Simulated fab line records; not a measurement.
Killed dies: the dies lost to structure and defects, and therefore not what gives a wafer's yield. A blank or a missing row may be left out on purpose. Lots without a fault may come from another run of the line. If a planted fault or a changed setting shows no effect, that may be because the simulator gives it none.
A lot that was struck, set against a sound lot / flow n5-finfet / 40 out of 1938 route steps
Sound: wafers L729.1, L729.3, L729.6. Wafers struck: L716.3, L716.4. The cause is given at the end.
At each step with rows: each side's tool, then ch and its chambers, then its first start. Under that, the readings that differ: sound wafers / struck wafers / difference of the means / sigmas: that difference in standard deviations of wafers without a fault.
alike: a reading whose means differ by less than 2 such deviations, as well as words and numbers matching on both sides. not compared: withheld readings; readings where some wafer has no value; bounds like >300 that might hide an equal value; numbers whose values overlap and for which the record gives no deviation.
Wherever a step has rows on one side only, a row that says differs or no value, or a row with sigmas, the two part there. Non-overlapping numbers with no deviation appear without sigmas and do not part them. A reading missing from all wafers of one side parts the sides only when that side holds two or more wafers.

first, 9 steps without rows for these wafers: N5_BEOL_M4_ANNEAL_95 (time 240 s); N5_BEOL_M4_SPUTTER_96 (material Cu, target thk 4.5 nm, time 8.29 s); N5_BEOL_M4_ECD_50 (material Cu, target thk 300 nm); N5_BEOL_M4_ANNEAL_51 (time 90 s); N5_BEOL_M4_CMP_52 (polishes, stops on SiOC, t overpolish 6.8 s, target thk 40 nm); N5_BEOL_M4_PRE_CLEAN_60 (time 15 s); N5_BEOL_M4_CO_CAP_55 (material Co, precursor CCTBA/H2, target thk 2 nm, time 102.1 s); N5_BEOL_M4_PRE_CLEAN_56 (time 15 s); N5_BEOL_M4_DEP_57 (deposits SiCN from 3MS/NH3, target thk 8 nm, time 14 s).
N5_BEOL_M4_RC_MEAS_101:
  sound on prober-01 ch 0, day 13 10:42; struck on prober-01 ch 0, day 10 16:52
reading=DIBL_N (mV/V); sound=39.3 38.4 41.9; struck=34.3 32.7; difference=-6.4; sigmas=-2
reading=IOFF_N (nA/um); sound=0.20 0.19 0.26; struck=0.13 0.11; difference=-0.10; sigmas=-2
reading=VT_N (mV); sound=243 247 243; struck=254 253; difference=+9; sigmas=+2
  alike: DIBL_P, IOFF_P, ION_N, ION_P, SS_N, SS_P, VT_P
then, 24 steps without rows for these wafers: N5_BEOL_M5_ILD_DEP_00 (deposits SiCOH lowk from DEMS/porogen, target thk 140.64 nm, time 25.9 s); N5_BEOL_M5_CURE_79 (cures SiCOH lowk, time 240 s); N5_BEOL_M5_PECVD_70 (deposits SiO2 from TEOS/O2, target thk 16 nm, time 18 s); N5_BEOL_M5_HM_DEP_02 (deposits TiN, target thk 20 nm); N5_BEOL_M5_COAT_59 (time 60 s, resist thk 60 nm); N5_BEOL_M5_COAT_60 (time 60 s, resist thk 12 nm); N5_BEOL_M5_COAT_71 (time 60 s, resist thk 5 nm); N5_BEOL_M5_COAT_05 (resist thk 30 nm); N5_BEOL_M5_EBR_07; N5_BEOL_M5_SOFTBAKE_06 (time 60 s); N5_BEOL_M5_EXPOSE_08 (exposes mask M5, target cd 28 nm); N5_BEOL_M5_PEB_09 (peb time 60 s); N5_BEOL_M5_DEVELOP_10 (develop time 30 s); N5_BEOL_M5_DESCUM_16 (chemistry O2, time 7 s); N5_BEOL_M5_ETCH_72 (etches underlayer in N2/H2, target depth 6.5 nm, time 5.2 s); N5_BEOL_M5_ETCH_61 (etches SiARC in CF4, target depth 15.6 nm, time 26 s); N5_BEOL_M5_ETCH_62 (etches SOC in N2/H2, target depth 75 nm, overetch 15 nm, time 112.5 s); N5_BEOL_M5_STRIP_63 (strips in N2/H2); N5_BEOL_M5_STRIP_73 (strips in N2/H2); N5_BEOL_M5_STRIP_64 (strips in CF4); N5_BEOL_M5_HM_OPEN_17 (chemistry Cl2/BCl3, target TiN, target depth 20 nm, overetch 6 nm); N5_BEOL_M5_STRIP_19 (strips in O2); N5_BEOL_M5_COAT_65 (time 60 s, resist thk 60 nm); N5_BEOL_M5_COAT_66 (time 60 s, resist thk 12 nm).
-- the record jumps here: 3 days lie between the struck wafers' starts before and after (it left off in module BEOL_M5 and takes up again in module BEOL_M14, whose first step shown is number 1753 of the route) --
N5_BEOL_M14_TRENCH_ETCH_34: etches SiO2 in C4F8/O2/Ar, target depth 556.65 nm, time 126.9 s.
  sound on rie-diel-01 ch 0,2, day 16 19:51; struck on rie-diel-04 ch 2,3, day 13 22:09
reading=model.etch.depth-nm (nm); sound=557.5 552.6 560.9; struck=151.5 147.2; difference=-407.6; sigmas=
  alike: drypump-motor-current-A, oes-product-au, rf-vpp-V, showerhead-plenum-p-Torr, throttle-valve-pct
  not compared: rf-hours-counter-h
N5_BEOL_M14_OCD_MEAS_35:
  sound on ocd-02, day 16 20:01; struck on ocd-02, day 13 22:19
reading=trench-depth-nm (nm); sound=558 553 562; struck=151 147; difference=-409; sigmas=-24
N5_BEOL_M14_CMP_49: polishes, stops on SiO2, t overpolish 5.2 s, target thk 560 nm.
  sound on cmp-02 ch 0,2,3, day 16 23:32; struck on cmp-02 ch 0,3, day 14 01:55
reading=model.Cu_of_BEOL_M14_ECD_47.thk-nm (nm); sound=561.6 555 563; struck=154.6 151.2; difference=-407.0; sigmas=
  alike: barrier-field-endpoint-s, clearing-platen-rpm, motor-current-A, overpolish-run-s, time-to-endpoint-s
N5_BEOL_M14_THK_MEAS_50: measures by xrf.
  sound on film-metro-01, day 16 23:47; struck on film-metro-01, day 14 02:10
reading=M14_THK (nm); sound=574 570 579; struck=156 152; difference=-420; sigmas=-23
N5_BEOL_M14_RS_MEAS_54: a four-point-probe measurement.
  sound on film-metro-01, day 16 23:55; struck on film-metro-02, day 14 02:18
reading=M14_RS (ohm/sq); sound=0.0331 0.0335 0.0330; struck=0.1286 0.1314; difference=+0.0968; sigmas=+97
N5_PASSIVATION_PROBE_49:
  rows exist in the record for the struck wafers here (prober-01, day 14 23:58), but not for the sound ones

== WHERE THEY PART ==
At N5_BEOL_M4_RC_MEAS_101 first; at N5_PASSIVATION_PROBE_49 last (within this record only).

WHY: the cause the simulator had injected
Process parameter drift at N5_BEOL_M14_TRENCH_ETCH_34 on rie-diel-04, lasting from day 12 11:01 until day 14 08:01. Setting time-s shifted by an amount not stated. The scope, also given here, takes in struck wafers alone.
